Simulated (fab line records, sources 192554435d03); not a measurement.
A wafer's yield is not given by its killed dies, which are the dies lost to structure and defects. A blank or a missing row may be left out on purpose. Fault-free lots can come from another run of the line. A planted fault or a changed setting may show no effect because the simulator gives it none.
Chamber matching -- flow n5 finfet -- rie diel-01 running N5_HKMG_FIN_STRIP_57: 4 sister chambers
The step strips in CF4. 14 wafers are shown with their chamber, then 7 later ones without.

WAFERS WITH THEIR CHAMBER
wafer,chamber,drypump motor current A (A),showerhead plenum p Torr (Torr),throttle valve pct (%)
L076.1,1,6.6,1.79,13.82
L076.4,2,5.9,1.81,13.39
L076.5,3,6.1,1.83,13.53
L082.3,2,5.9,1.80,13.42
L082.4,0,6.5,1.91,13.55
L082.5,1,6.6,1.79,13.84
L083.1,1,6.6,1.79,13.86
L083.3,3,6.1,1.83,13.57
L083.5,0,6.4,1.91,13.54
L092.1,3,6.1,1.82,13.60
L092.4,0,6.5,1.90,13.59
L092.5,0,6.5,1.90,13.59
L093.1,1,6.6,1.78,13.89
L093.2,2,5.9,1.80,13.47

SIGNATURES (means of the wafers above)
reading,chamber 0,chamber 1,chamber 2,chamber 3,scatter within a chamber
drypump motor current A,6.475,6.600,5.900,6.100,0.0274
showerhead plenum p Torr,1.9050,1.7875,1.8033,1.8267,0.00555
throttle valve pct,13.5675,13.8525,13.4267,13.5667,0.0324
Rule: distance of a wafer from a chamber = root of the sum over the readings of ((wafer's reading minus chamber's mean) / reading's scatter) squared. If the next closest chamber is less than 2 further off than the closest, the wafer can't be placed; otherwise it belongs to the closest. The scatter is the square root of a quotient: the sum, over the shown wafers, of each reading's squared deviation from its chamber's mean, divided by wafers minus chambers.

WAFERS WHOSE CHAMBER IS MISSING
wafer,drypump motor current A (A),showerhead plenum p Torr (Torr),throttle valve pct (%)
L093.5,6.6,1.78,13.92
L096.1,5.9,1.79,13.50
L096.2,6.4,1.90,13.60
L096.6,6.5,1.90,13.62
L097.1,6.6,1.78,13.92
L097.2,6.4,1.90,13.64
L097.4,6.1,1.82,13.62

WHICH CHAMBER EACH WENT THROUGH
wafer,from the rows above,in truth
L093.5,1,1
L096.1,2,2
L096.2,0,0
L096.6,0,0
L097.1,1,1
L097.2,0,0
L097.4,3,3
Correct placement for 7 of the 7. Not placeable from these rows: 0. Number placed wrongly: 0.
